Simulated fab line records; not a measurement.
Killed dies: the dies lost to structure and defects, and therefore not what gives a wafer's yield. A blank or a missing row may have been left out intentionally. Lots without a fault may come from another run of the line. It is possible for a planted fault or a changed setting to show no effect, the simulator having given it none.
Split-lot study | flow n5 finfet | 7 lots, 21 wafers read, on a route of 1938 steps

## THE SPLIT
At N5_FIN_SAQP_SPACER1_ALD_24 (deposits SiO2, target thk 20.3 nm, pulse time 1 s, purge time 2 s), the setting ald cycles was moved away from the recipe's 218 on 7 of the 21 wafers read, by -14.7% to -4.1%. This setting was run at the recipe's value on the other wafers.

## FROM THE SPLIT TO THE READING: what the file shows between them, 2 steps
- N5_FIN_SAQP_SPACER1_ETCHBACK_25: etches SiO2 in CHF3/O2, target depth 24.4 nm, time 12.2 s
- N5_FIN_SAQP_MANDREL1_REMOVE_56: chemistry HBr/Cl2/O2, target a-Si, stops on SiNx, bt time 10 s

## THE READING
cd nm (nm) at N5_FIN_SAQP_CD_MEAS_27, where the cd target is 20 nm. Fault-free wafers of this fab line usually give 20.36 nm, standard deviation 0.25 nm.

wafer  | tool, chamber at the split | ald cycles as run | against the recipe | cd nm, nm | against lot-mates on the recipe
L074.2 | ald sin-01, 0              | 218               | recipe             | 20.63     | -
L074.4 | ald sin-01, 3              | 218               | recipe             | 20.21     | -
L074.6 | ald sin-01, 3              | 218               | recipe             | 19.91     | -
L078.1 | ald sin-01, 2,3            | 218               | recipe             | 20.17     | -
L078.2 | ald sin-01, 2,3            | 218               | recipe             | 20.25     | -
L078.3 | ald sin-01, 0              | 191               | -12.4%             | 17.40     | -2.81
L080.2 | ald sin-02, 1,3            | 218               | recipe             | 20.36     | -
L080.3 | ald sin-02, 2              | 218               | recipe             | 20.64     | -
L080.6 | ald sin-02, 1,3            | 218               | recipe             | 20.63     | -
L089.1 | ald sin-01, 2              | 218               | recipe             | 20.56     | -
L089.4 | ald sin-01, 1              | 218               | recipe             | 20.24     | -
L089.6 | ald sin-01, 2              | 186               | -14.7%             | 17.32     | -3.08
L093.3 | ald sin-01, 3              | 209               | -4.1%              | 19.83     | no lot-mate on the recipe
L093.4 | ald sin-01, 0              | 209               | -4.1%              | 19.49     | no lot-mate on the recipe
L093.6 | ald sin-01, 3              | 209               | -4.1%              | 19.27     | no lot-mate on the recipe
L094.1 | ald sin-01, 3              | 218               | recipe             | 19.80     | -
L094.3 | ald sin-01, 0,1            | 200               | -8.3%              | 18.74     | -1.06
L094.4 | ald sin-01, 0,1            | 200               | -8.3%              | 18.78     | -1.02
L095.1 | ald sin-01, 1,3,2          | 218               | recipe             | 20.18     | -
L095.4 | ald sin-01, 1,3,2          | 218               | recipe             | 20.55     | -
L095.5 | ald sin-01, 1,3,2          | 218               | recipe             | 20.50     | -
Rows listing several chambers each stand for several wafers; the file does not say which wafer went through which chamber.

THE FIT
A straight line over all 21 wafers: cd nm changes by +0.211 nm for each +1% of ald cycles; r = +0.97; the points scatter about the line by 0.26 nm.
The same after taking each lot's own level away (the mean of its wafers on the recipe; 18 wafers): +0.195 nm for each +1%; r = +0.96; scatter 0.28 nm.
On that fit, the largest move of ald cycles shifts the reading by 2.9 nm.
From 19.800 to 20.543 nm: that is the span of the lots' own levels, equal to 3.0 times the standard deviation above.
The two slopes are in agreement: the lot-to-lot level therefore moves the slope only a little.
Check: -2.64 nm against its lot-mates is what the line predicts for one of the wafers moved furthest among these (-14.7%) when that wafer is left out of the fit. Against them it came out at -3.08 nm.

## THESE WAFERS: OTHER SPLITS
Before the reading, these wafers also passed through other splits. Each is held against what the fit with the lots' levels taken away leaves over:
other split on the same wafers        | wafers away from the commonest value | r with cd nm (lot level and that fit taken away)
N5_FIN_SAQP_PECVD_06 time s           | 7                                    | +0.08
N5_FIN_SAQP_DEVELOP_15 develop time s | 9                                    | -0.14

## THE WHOLE CHAIN: every reading that the file lists as answering this split, in the file's order
step                           | what it does                                                      | reading                                                                                 | change (the file's fit)               | r (the file's)
N5_FIN_SAQP_SPACER1_ALD_24     | deposits SiO2, target thk 20.3 nm, pulse time 1 s, purge time 2 s | SiO2_of_FIN_SAQP_SPACER1_ALD_24.thk nm (the simulator's own value, which no gauge read) | +0.201 nm for each +1% of the setting | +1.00
N5_FIN_SAQP_MANDREL1_REMOVE_56 | chemistry HBr/Cl2/O2, target a-Si, stops on SiNx, bt time 10 s    | FIN_SAQP.cd nm (the simulator's own value, which no gauge read)                         | +0.199 nm for each +1% of the setting | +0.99
N5_FIN_SAQP_CD_MEAS_27         | target cd 20 nm                                                   | cd nm                                                                                   | +0.203 nm for each +1% of the setting | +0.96

## THE FILE'S OWN FIT
cd nm changes by +0.203 nm for each +1% of ald cycles, r = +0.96.
